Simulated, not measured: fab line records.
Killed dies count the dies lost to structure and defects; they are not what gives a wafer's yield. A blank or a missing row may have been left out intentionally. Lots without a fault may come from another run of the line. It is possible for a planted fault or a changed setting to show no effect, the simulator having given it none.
Which tool was responsible? -- flow nandHarc -- Sampling: 24 lots, 72 wafers, 6 of 1302 route steps

## WHAT EACH GAUGE READ, for each wafer
No reading from a measuring or inspecting step in the record can be judged against a usual standard deviation.

## TOOL THAT RAN EACH LOT (tool first, then ch and the chambers of the sampled wafers, then the start)
lot,NHARC_A_STAIRCASE_ETCH_236,NHARC_A_STAIRCASE_HM_DEP_459,NHARC_A_STAIRCASE_ALD_420,NHARC_A_STAIRCASE_CMP_152,NHARC_A_STAIRCASE_STRIP_475,NHARC_A_SGD_CUT_ETCH_16
L075,"rieDiel-01 ch 0,1, day 17 01:35 or earlier","aclDep-02 ch 0, day 17 01:35","aldHk-04 ch 1,3, day 17 21:55","cmp-02 ch 1,2, day 19 12:35","rieDiel-04 ch 0,1,3, no start","rieDiel-03 ch 0,2,3, no start"
L074,"rieDiel-09 ch 1,2,3, day 17 05:08 or earlier","aclDep-01 ch 0, day 17 05:08","aldHk-04 ch 0,2,3, day 17 23:52","cmp-04 ch 1,2,3, day 19 13:41","rieDiel-01 ch 1,2,3, day 19 14:50","rieDiel-10 ch 0,1,3, no start"
L076,"rieDiel-09 ch 0,1,3, day 17 16:38 or earlier","aclDep-03 ch 0, day 17 16:38","aldHk-02 ch 1,2,3, day 18 07:34","cmp-02 ch 0,2, day 19 23:29","rieDiel-09 ch 0,2,3, no start","rieDiel-13 ch 2,3, no start"
L077,"rieDiel-04 ch 2,3, day 18 12:21 or earlier","aclDep-02 ch 0, day 18 12:21","aldHk-02 ch 2,3, day 19 06:16","cmp-04 ch 0,1,3, day 20 19:52","rieDiel-01 ch 2,3, no start","rieDiel-03 ch 0,1,2, no start"
L078,"rieDiel-04 ch 0,2,3, day 18 13:40 or earlier","aclDep-03 ch 0, day 18 13:40","aldHk-02 ch 1,2,3, day 19 07:13","cmp-02 ch 0,1,3, day 20 19:43","rieDiel-01 ch 0,2,3, no start","rieDiel-13 ch 0,1,2, no start"
L079,"rieDiel-09 ch 0,2,3, day 18 13:52 or earlier","aclDep-01 ch 0, day 18 13:52","aldHk-02 ch 0,1,3, day 19 09:53","cmp-02 ch 0,1,3, day 21 01:22","rieDiel-09 ch 0,1,3, no start","rieDiel-13 ch 0,2,3, no start"
L080,"rieDiel-04 ch 1,2, day 19 07:43 or earlier","aclDep-02 ch 0, day 19 07:43","aldHk-04 ch 1,3, day 19 23:04","cmp-04 ch 1,3, day 21 19:32","rieDiel-01 ch 1,3, no start","rieDiel-10 ch 1,3, no start"
L081,"rieDiel-09 ch 1,2, day 19 11:36 or earlier","aclDep-03 ch 0, day 19 11:36","aldHk-03 ch 0,1,3, day 20 02:37","cmp-03 ch 2,3, day 21 19:49","rieDiel-04 ch 0,2, no start","rieDiel-03 ch 0,2,3, no start"
L082,"rieDiel-09 ch 1,2,3, day 20 03:25 or earlier","aclDep-02 ch 0, day 20 03:25","aldHk-03 ch 1,2,3, day 20 20:59","cmp-04 ch 0,1,2, day 22 13:37","rieDiel-04 ch 0,2,3, no start","rieDiel-03 ch 0,1,3, no start"
L083,"rieDiel-01 ch 1,2,3, day 20 05:14 or earlier","aclDep-02 ch 0, day 20 05:14","aldHk-02 ch 0,2, day 20 21:08","cmp-03 ch 1,2, day 22 14:49","rieDiel-09 ch 0,1,3, no start","rieDiel-10 ch 0,2,3, no start"
L085,"rieDiel-01 ch 0,1,2, day 20 22:54 or earlier","aclDep-02 ch 0, day 20 22:54","aldHk-04 ch 0,1,3, day 21 14:20","cmp-03 ch 0,2,3, day 23 06:59","rieDiel-09 ch 0,1,3, no start","rieDiel-13 ch 1,2,3, no start"
L084,"rieDiel-01 ch 1,3, day 21 02:35 or earlier","aclDep-03 ch 0, day 21 02:35","aldHk-03 ch 1,2,3, day 21 20:06","cmp-04 ch 0,2,3, day 23 16:10","rieDiel-09 ch 1,3, no start","rieDiel-03 ch 1,2, no start"
L086,"rieDiel-04 ch 0,1,3, day 21 14:23 or earlier","aclDep-01 ch 0, day 21 14:23","aldHk-02 ch 1,2,3, day 22 10:20","cmp-03 ch 0,2,3, day 24 02:50","rieDiel-01 ch 0,3, no start","rieDiel-13 ch 0,1,2, no start"
L087,"rieDiel-09 ch 1,2,3, day 22 13:21 or earlier","aclDep-01 ch 0, day 22 13:21","aldHk-04 ch 0,2,3, day 23 04:20","cmp-03 ch 1,2,3, day 24 18:32","rieDiel-09 ch 1,2, day 24 19:40","rieDiel-13 ch 0,1,3, no start"
L088,"rieDiel-01 ch 1,2, day 22 23:58 or earlier","aclDep-02 ch 0, day 22 23:58","aldHk-04 ch 0,1,2, day 23 19:49","cmp-02 ch 1,2, day 25 12:23","rieDiel-09 ch 1,2,3, no start","rieDiel-03 ch 1,2, no start"
L089,"rieDiel-09 ch 2,3, day 22 23:43 or earlier","aclDep-01 ch 0, day 22 23:43","aldHk-02 ch 0,3, day 23 19:49","cmp-02 ch 0,1,3, day 25 12:07","rieDiel-04 ch 1,2,3, no start","rieDiel-10 ch 0,2, no start"
L090,"rieDiel-01 ch 0,2,3, day 23 17:02 or earlier","aclDep-01 ch 0, day 23 17:02","aldHk-02 ch 2,3, day 24 10:01","cmp-03 ch 0,1,2, day 26 06:46","rieDiel-01 ch 0,2,3, no start","rieDiel-03 ch 1,2,3, no start"
L091,"rieDiel-01 ch 0,1,3, day 23 19:11 or earlier","aclDep-01 ch 0, day 23 19:11","aldHk-04 ch 0,1,2, day 24 12:44","cmp-04 ch 1,2,3, day 26 07:40","rieDiel-01 ch 0,2,3, no start","rieDiel-13 ch 0,1,3, no start"
L093,"rieDiel-09 ch 0,1,2, day 24 21:06 or earlier","aclDep-02 ch 0, day 24 21:06","aldHk-02 ch 0,2,3, day 25 12:46","cmp-04 ch 0,1,2, day 27 07:17","rieDiel-01 ch 0,1,2, no start","rieDiel-10 ch 0,1,2, no start"
L092,"rieDiel-04 ch 1,2,3, day 24 21:54 or earlier","aclDep-03 ch 0, day 24 21:54","aldHk-03 ch 0,1,3, day 25 12:46","cmp-04 ch 0,1,3, day 27 07:29","rieDiel-09 ch 0,1,3, no start","rieDiel-03 ch 0,1,2, no start"
L095,"rieDiel-01 ch 1,3, day 25 09:30 or earlier","aclDep-01 ch 0, day 25 09:30","aldHk-03 ch 1,3, day 26 01:11","cmp-04 ch 1,3, day 27 18:37","rieDiel-09 ch 0,1,3, no start","rieDiel-10 ch 0,1, no start"
L094,"rieDiel-09 ch 1,2, day 25 09:59 or earlier","aclDep-03 ch 0, day 25 09:59","aldHk-04 ch 0,1, day 26 01:06","cmp-04 ch 0,2,3, day 27 19:15","rieDiel-04 ch 0,2,3, no start","rieDiel-13 ch 1,3, no start"
L096,"rieDiel-09 ch 1,2, day 25 11:20 or earlier","aclDep-01 ch 0, day 25 11:20","aldHk-02 ch 1,3, day 26 01:25","cmp-03 ch 0,1,3, day 27 19:14","rieDiel-04 ch 0,1,2, no start","rieDiel-03 ch 1,2,3, no start"
L097,"rieDiel-04 ch 0,1,3, day 26 02:36 or earlier","aclDep-02 ch 0, day 26 02:36","aldHk-02 ch 1,2,3, day 26 18:39","cmp-04 ch 0,1,2, day 28 06:28","rieDiel-01 ch 0,2,3, no start","rieDiel-10 ch 0,2,3, no start"
- NHARC_A_STAIRCASE_ETCH_236: etches the open film in C4F8/O2, target depth 100 nm, time 40.5 s.
- NHARC_A_STAIRCASE_HM_DEP_459: deposits aC, target thk 1500 nm.
- NHARC_A_STAIRCASE_ALD_420: deposits SiO2, target thk 20 nm, pulse time 6 s, ald cycles 200.
- NHARC_A_STAIRCASE_CMP_152: polishes.
- NHARC_A_STAIRCASE_STRIP_475: strips in O2, time 20 s.
- NHARC_A_SGD_CUT_ETCH_16: etches the open film in C4F8/O2/Ar, target depth 310.5 nm, time 155.2 s.

## WHAT THE TOOLS THEMSELVES READ (means of the sampled wafers that have a number; where no wafer has one, the mark that the record gives instead)
NHARC_A_STAIRCASE_ETCH_236. Usual: oesProductAu 0.943 a.u., standard deviation 0.011; rfVppV 896 V, standard deviation 7.3.
lot,tool,oesProductAu (a.u.),rfVppV (V),flag
L075,rieDiel-01,0.945,892,
L074,rieDiel-09,0.938,898,
L076,rieDiel-09,0.946,898,
L077,rieDiel-04,0.947,890,
L078,rieDiel-04,0.945,895,
L079,rieDiel-09,0.944,893,
L080,rieDiel-04,0.948,887,
L081,rieDiel-09,0.947,893,
L082,rieDiel-09,0.937,898,
L083,rieDiel-01,0.938,899,
L085,rieDiel-01,0.942,893,
L084,rieDiel-01,0.941,901,
L086,rieDiel-04,0.950,894,
L087,rieDiel-09,0.965,898,
L088,rieDiel-01,0.944,893,
L089,rieDiel-09,0.956,893,
L090,rieDiel-01,0.934,898,
L091,rieDiel-01,0.920,896,
L093,rieDiel-09,0.936,898,
L092,rieDiel-04,0.948,896,
L095,rieDiel-01,0.946,900,
L094,rieDiel-09,0.940,895,
L096,rieDiel-09,0.929,895,
L097,rieDiel-04,0.941,900,

NHARC_A_STAIRCASE_HM_DEP_459. Usual: 34.999 % for throttleValvePct, sd 0.0082.
lot,tool,throttleValvePct (%),flag
L075,aclDep-02,34.998,
L074,aclDep-01,35.005,
L076,aclDep-03,34.996,
L077,aclDep-02,34.996,
L078,aclDep-03,34.995,
L079,aclDep-01,34.999,
L080,aclDep-02,34.996,
L081,aclDep-03,35.000,
L082,aclDep-02,34.995,
L083,aclDep-02,34.995,
L085,aclDep-02,34.997,
L084,aclDep-03,34.993,
L086,aclDep-01,35.005,
L087,aclDep-01,34.995,
L088,aclDep-02,35.001,
L089,aclDep-01,35.002,
L090,aclDep-01,35.003,
L091,aclDep-01,34.998,
L093,aclDep-02,35.004,
L092,aclDep-03,35.005,
L095,aclDep-01,35.000,
L094,aclDep-03,35.006,
L096,aclDep-01,35.002,
L097,aclDep-02,34.996,

NHARC_A_STAIRCASE_ALD_420. Usual: heaterPowerW 473 W, standard deviation 39; precursorPulseHeightRel 1.003, standard deviation 0.021.
lot,tool,heaterPowerW (W),precursorPulseHeightRel,flag
L075,aldHk-04,460,0.978,
L074,aldHk-04,499,1.008,
L076,aldHk-02,474,0.995,
L077,aldHk-02,476,1.022,
L078,aldHk-02,467,0.990,
L079,aldHk-02,501,1.002,
L080,aldHk-04,450,0.998,
L081,aldHk-03,471,0.998,
L082,aldHk-03,467,1.022,
L083,aldHk-02,431,1.015,
L085,aldHk-04,461,1.001,
L084,aldHk-03,468,0.991,
L086,aldHk-02,463,1.013,
L087,aldHk-04,484,0.989,
L088,aldHk-04,500,0.996,
L089,aldHk-02,477,0.995,
L090,aldHk-02,449,0.982,
L091,aldHk-04,496,1.025,
L093,aldHk-02,445,1.008,
L092,aldHk-03,462,1.010,
L095,aldHk-03,447,1.003,
L094,aldHk-04,465,1.016,
L096,aldHk-02,473,1.008,
L097,aldHk-02,451,1.007,

NHARC_A_STAIRCASE_CMP_152. Usual: 12.4 A for motorCurrentA, sd 1.1.
lot,tool,motorCurrentA (A),flag
L075,cmp-02,12.2,
L074,cmp-04,11.9,
L076,cmp-02,12.8,
L077,cmp-04,12.5,
L078,cmp-02,11.6,
L079,cmp-02,11.5,
L080,cmp-04,12.4,
L081,cmp-03,12.3,
L082,cmp-04,12.7,
L083,cmp-03,13.9,
L085,cmp-03,12.9,
L084,cmp-04,12.4,
L086,cmp-03,12.7,
L087,cmp-03,12.4,
L088,cmp-02,12.9,
L089,cmp-02,11.5,
L090,cmp-03,13.1,
L091,cmp-04,12.1,
L093,cmp-04,12.9,
L092,cmp-04,12.6,
L095,cmp-04,12.0,
L094,cmp-04,12.4,
L096,cmp-03,11.9,
L097,cmp-04,12.9,

NHARC_A_STAIRCASE_STRIP_475. Usual: drypumpMotorCurrentA 5.8 A, standard deviation 0.46; oesProductAu 0.998 a.u., standard deviation 0.0081; rfVppV 57.8 V, standard deviation 0.92; showerheadPlenumPTorr 3.55 Torr, standard deviation 0.2; throttleValvePct 17.037 %, standard deviation 0.0092.
lot,tool,drypumpMotorCurrentA (A),oesProductAu (a.u.),rfVppV (V),showerheadPlenumPTorr (Torr),throttleValvePct (%),flag
L075,rieDiel-04,5.4,1.004,57.9,3.49,17.034,
L074,rieDiel-01,6.2,0.996,58.0,3.60,17.042,
L076,rieDiel-09,5.8,0.993,57.2,3.45,17.045,
L077,rieDiel-01,6.6,0.999,57.6,3.73,17.035,
L078,rieDiel-01,6.0,0.993,57.7,3.61,17.039,
L079,rieDiel-09,5.8,0.989,57.7,3.56,17.041,
L080,rieDiel-01,6.5,0.987,58.3,3.65,17.027,
L081,rieDiel-04,5.5,0.981,57.2,3.44,17.039,
L082,rieDiel-04,5.5,0.995,56.5,3.48,17.028,
L083,rieDiel-09,5.8,1.002,57.9,3.74,17.042,
L085,rieDiel-09,5.7,1.002,57.8,3.74,17.033,
L084,rieDiel-09,5.7,1.013,58.4,3.73,17.040,
L086,rieDiel-01,5.8,0.999,57.4,3.53,17.030,
L087,rieDiel-09,6.0,0.991,57.3,3.41,17.035,
L088,rieDiel-09,5.8,0.999,58.5,3.56,17.030,
L089,rieDiel-04,5.3,0.997,57.7,3.50,17.042,
L090,rieDiel-01,6.1,0.999,57.8,3.58,17.031,
L091,rieDiel-01,6.0,1.002,57.6,3.58,17.036,
L093,rieDiel-01,5.7,1.003,58.0,3.44,17.033,
L092,rieDiel-09,5.8,0.996,57.8,3.72,17.030,
L095,rieDiel-09,5.8,0.998,57.7,3.72,17.043,
L094,rieDiel-04,5.5,1.004,57.9,3.46,17.038,
L096,rieDiel-04,5.4,0.996,58.5,3.59,17.042,
L097,rieDiel-01,6.0,1.000,58.2,3.57,17.044,

NHARC_A_SGD_CUT_ETCH_16. Usual: oesProductAu 0.969 a.u., standard deviation 0.014; rfVppV 722 V, standard deviation 3.7.
lot,tool,oesProductAu (a.u.),rfVppV (V),flag
L075,rieDiel-03,0.982,725,
L074,rieDiel-10,0.964,723,
L076,rieDiel-13,0.975,722,
L077,rieDiel-03,0.978,725,
L078,rieDiel-13,0.977,721,
L079,rieDiel-13,0.976,721,
L080,rieDiel-10,0.936,721,
L081,rieDiel-03,0.971,723,
L082,rieDiel-03,0.969,722,
L083,rieDiel-10,0.979,725,
L085,rieDiel-13,0.976,720,
L084,rieDiel-03,0.973,723,
L086,rieDiel-13,0.963,721,
L087,rieDiel-13,0.970,718,
L088,rieDiel-03,0.949,723,
L089,rieDiel-10,0.982,725,
L090,rieDiel-03,0.970,720,
L091,rieDiel-13,0.978,718,
L093,rieDiel-10,0.949,723,
L092,rieDiel-03,0.971,726,
L095,rieDiel-10,0.987,720,
L094,rieDiel-13,0.968,718,
L096,rieDiel-03,0.974,721,
L097,rieDiel-10,0.961,725,

## THE ANSWER, worked out from the rows above alone
Rule: a lot is off if the mean of its wafers that have a number lies more than 3 standard deviations from the usual mean. Also off: a lot with no number at a reading for which 4 or more lots have one. The other lots that the step has rows for count as sound. Order of review: gauges by route order, followed by the tools' own readings, for which a lot's mean as printed above is used. At the first step where some lot is off, the reading lying furthest off is the one used; lots without a number count as furthest.
No lot is off at any reading shown: from this, nothing can be told.

## WHAT THE SIMULATOR HAD PUT IN
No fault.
